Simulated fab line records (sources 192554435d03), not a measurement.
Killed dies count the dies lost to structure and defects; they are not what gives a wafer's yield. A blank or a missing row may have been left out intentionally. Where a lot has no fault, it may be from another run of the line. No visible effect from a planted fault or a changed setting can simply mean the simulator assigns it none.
Matching of chambers || flow n5 finfet || 4 sister chambers for N5_FIN_SAQP_ETCH_64 on rie si-03
The step etches SiO2 in CF4, target depth 1.5 nm. 18 wafers are shown with their chamber, then 9 later ones without.

WAFERS PAIRED WITH THEIR CHAMBERS
{"wafer": "L075.3", "chamber": 3, "throttle valve pct (%)": 22.1, "oes product au (a.u.)": 0.984}
{"wafer": "L075.4", "chamber": 3, "throttle valve pct (%)": 22.1, "oes product au (a.u.)": 0.986}
{"wafer": "L075.6", "chamber": 2, "throttle valve pct (%)": 22.0, "oes product au (a.u.)": 0.997}
{"wafer": "L076.1", "chamber": 2, "throttle valve pct (%)": 22.1, "oes product au (a.u.)": 0.999}
{"wafer": "L076.5", "chamber": 3, "throttle valve pct (%)": 22.0, "oes product au (a.u.)": 0.975}
{"wafer": "L076.6", "chamber": 1, "throttle valve pct (%)": 21.1, "oes product au (a.u.)": 0.960}
{"wafer": "L090.1", "chamber": 3, "throttle valve pct (%)": 22.1, "oes product au (a.u.)": 0.988}
{"wafer": "L090.2", "chamber": 0, "throttle valve pct (%)": 21.4, "oes product au (a.u.)": 1.030}
{"wafer": "L090.4", "chamber": 2, "throttle valve pct (%)": 22.0, "oes product au (a.u.)": 0.995}
{"wafer": "L091.1", "chamber": 2, "throttle valve pct (%)": 22.0, "oes product au (a.u.)": 1.003}
{"wafer": "L091.3", "chamber": 1, "throttle valve pct (%)": 21.1, "oes product au (a.u.)": 0.972}
{"wafer": "L091.6", "chamber": 1, "throttle valve pct (%)": 21.1, "oes product au (a.u.)": 0.971}
{"wafer": "L092.3", "chamber": 2, "throttle valve pct (%)": 22.0, "oes product au (a.u.)": 1.006}
{"wafer": "L092.4", "chamber": 1, "throttle valve pct (%)": 21.1, "oes product au (a.u.)": 0.970}
{"wafer": "L092.5", "chamber": 1, "throttle valve pct (%)": 21.1, "oes product au (a.u.)": 0.966}
{"wafer": "L093.1", "chamber": 2, "throttle valve pct (%)": 22.0, "oes product au (a.u.)": 1.000}
{"wafer": "L093.3", "chamber": 0, "throttle valve pct (%)": 21.4, "oes product au (a.u.)": 1.027}
{"wafer": "L093.5", "chamber": 1, "throttle valve pct (%)": 21.1, "oes product au (a.u.)": 0.963}

SIGNATURES, as means of the wafers listed above
{"reading": "throttle valve pct", "chamber 0": 21.400, "chamber 1": 21.100, "chamber 2": 22.017, "chamber 3": 22.075, "scatter within a chamber": 0.0336}
{"reading": "oes product au", "chamber 0": 1.02850, "chamber 1": 0.96700, "chamber 2": 1.00000, "chamber 3": 0.98325, "scatter within a chamber": 0.00462}
Rule: for a wafer and a chamber, the distance is found by dividing, reading by reading, the gap between the wafer's reading and the chamber's mean by the reading's scatter, squaring, summing and taking the root. The wafer belongs to the nearest chamber; if the next one is less than 2 further off, it can't be placed. The scatter is the square root of a quotient: the sum, over the shown wafers, of each reading's squared deviation from its chamber's mean, divided by wafers minus chambers.

WAFERS WITHOUT THEIR CHAMBER
{"wafer": "L094.1", "throttle valve pct (%)": 21.1, "oes product au (a.u.)": 0.958}
{"wafer": "L094.2", "throttle valve pct (%)": 21.4, "oes product au (a.u.)": 1.039}
{"wafer": "L094.3", "throttle valve pct (%)": 22.0, "oes product au (a.u.)": 0.990}
{"wafer": "L094.4", "throttle valve pct (%)": 22.1, "oes product au (a.u.)": 1.008}
{"wafer": "L094.5", "throttle valve pct (%)": 21.1, "oes product au (a.u.)": 0.960}
{"wafer": "L094.6", "throttle valve pct (%)": 21.4, "oes product au (a.u.)": 1.051}
{"wafer": "L095.1", "throttle valve pct (%)": 21.4, "oes product au (a.u.)": 1.023}
{"wafer": "L095.5", "throttle valve pct (%)": 22.1, "oes product au (a.u.)": 1.002}
{"wafer": "L095.6", "throttle valve pct (%)": 21.4, "oes product au (a.u.)": 1.039}

WHICH CHAMBER EACH ONE RAN IN
{"wafer": "L094.1", "from the rows above": 1, "in truth": 1}
{"wafer": "L094.2", "from the rows above": 0, "in truth": 0}
{"wafer": "L094.3", "from the rows above": "can't be placed: 2 or 3", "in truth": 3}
{"wafer": "L094.4", "from the rows above": 2, "in truth": 2}
{"wafer": "L094.5", "from the rows above": 1, "in truth": 1}
{"wafer": "L094.6", "from the rows above": 0, "in truth": 0}
{"wafer": "L095.1", "from the rows above": 0, "in truth": 0}
{"wafer": "L095.5", "from the rows above": "can't be placed: 2 or 3", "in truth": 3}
{"wafer": "L095.6", "from the rows above": 0, "in truth": 0}
Correctly placed: 7 of 9. Can't be placed from these rows: 2 (the true chamber is among the candidates in 2). 0 placed wrongly.
